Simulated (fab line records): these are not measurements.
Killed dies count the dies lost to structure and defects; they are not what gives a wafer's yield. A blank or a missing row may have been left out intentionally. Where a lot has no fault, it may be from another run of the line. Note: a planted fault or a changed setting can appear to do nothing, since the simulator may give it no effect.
Matching of chambers | flow n5Finfet | N5_FIN_CUT_CUT_ETCH_26 on rieDiel-02: 4 sister chambers
The step etches SiNx in CH3F/O2, target depth 39 nm, time 55.7 s. 16 wafers are shown with their chamber, then 8 later ones without.

== EACH WAFER AND ITS CHAMBER ==
wafer  | chamber | showerheadPlenumPTorr (Torr) | rfVppV (V) | drypumpMotorCurrentA (A)
L074.1 | 0       | 2.02                         | 306        | 5.0
L074.2 | 2       | 1.99                         | 285        | 5.9
L074.4 | 3       | 2.10                         | 289        | 5.5
L076.1 | 2       | 1.99                         | 287        | 5.9
L076.2 | 3       | 2.10                         | 289        | 5.5
L076.4 | 0       | 2.02                         | 307        | 5.0
L081.2 | 2       | 1.98                         | 285        | 5.9
L081.3 | 3       | 2.09                         | 289        | 5.5
L081.6 | 3       | 2.09                         | 289        | 5.5
L082.1 | 1       | 1.94                         | 281        | 6.0
L082.2 | 3       | 2.09                         | 289        | 5.4
L082.6 | 1       | 1.94                         | 282        | 6.0
L084.2 | 2       | 1.98                         | 286        | 5.9
L084.4 | 1       | 1.94                         | 281        | 6.0
L084.5 | 0       | 2.02                         | 307        | 5.1
L085.1 | 1       | 1.94                         | 282        | 6.0

SIGNATURES (averages over the wafers above)
reading               | chamber 0 | chamber 1 | chamber 2 | chamber 3 | scatter within a chamber
showerheadPlenumPTorr | 2.0200    | 1.9400    | 1.9850    | 2.0940    | 0.00428
rfVppV                | 306.67    | 281.50    | 285.75    | 289.00    | 0.607
drypumpMotorCurrentA  | 5.033     | 6.000     | 5.900     | 5.480     | 0.035
Rule: a wafer's distance from a chamber is the root of the sum, over the readings, of the square of ((its reading less the chamber's mean) divided by the reading's scatter). If the next closest chamber is less than 2 further off than the closest, the wafer can't be placed; otherwise it belongs to the closest. How the scatter is found: for the shown wafers, subtract from each reading the mean of its chamber, square and add these, divide the total by (wafers less chambers), then take the root.

== WAFERS MISSING THEIR CHAMBER ==
wafer  | showerheadPlenumPTorr (Torr) | rfVppV (V) | drypumpMotorCurrentA (A)
L085.3 | 2.02                         | 307        | 5.0
L085.5 | 2.02                         | 307        | 5.0
L089.3 | 2.09                         | 288        | 5.5
L089.4 | 1.98                         | 284        | 5.9
L089.6 | 2.01                         | 307        | 5.1
L090.4 | 2.09                         | 286        | 5.5
L090.5 | 1.98                         | 285        | 5.9
L090.6 | 1.93                         | 282        | 6.0

== WHICH CHAMBER EACH WENT THROUGH ==
wafer  | from the rows above | in truth
L085.3 | 0                   | 0
L085.5 | 0                   | 0
L089.3 | 3                   | 3
L089.4 | 2                   | 2
L089.6 | 0                   | 0
L090.4 | 3                   | 3
L090.5 | 2                   | 2
L090.6 | 1                   | 1
Placed correctly: 8 of 8. Number that these rows cannot place: 0. Number placed wrongly: 0.
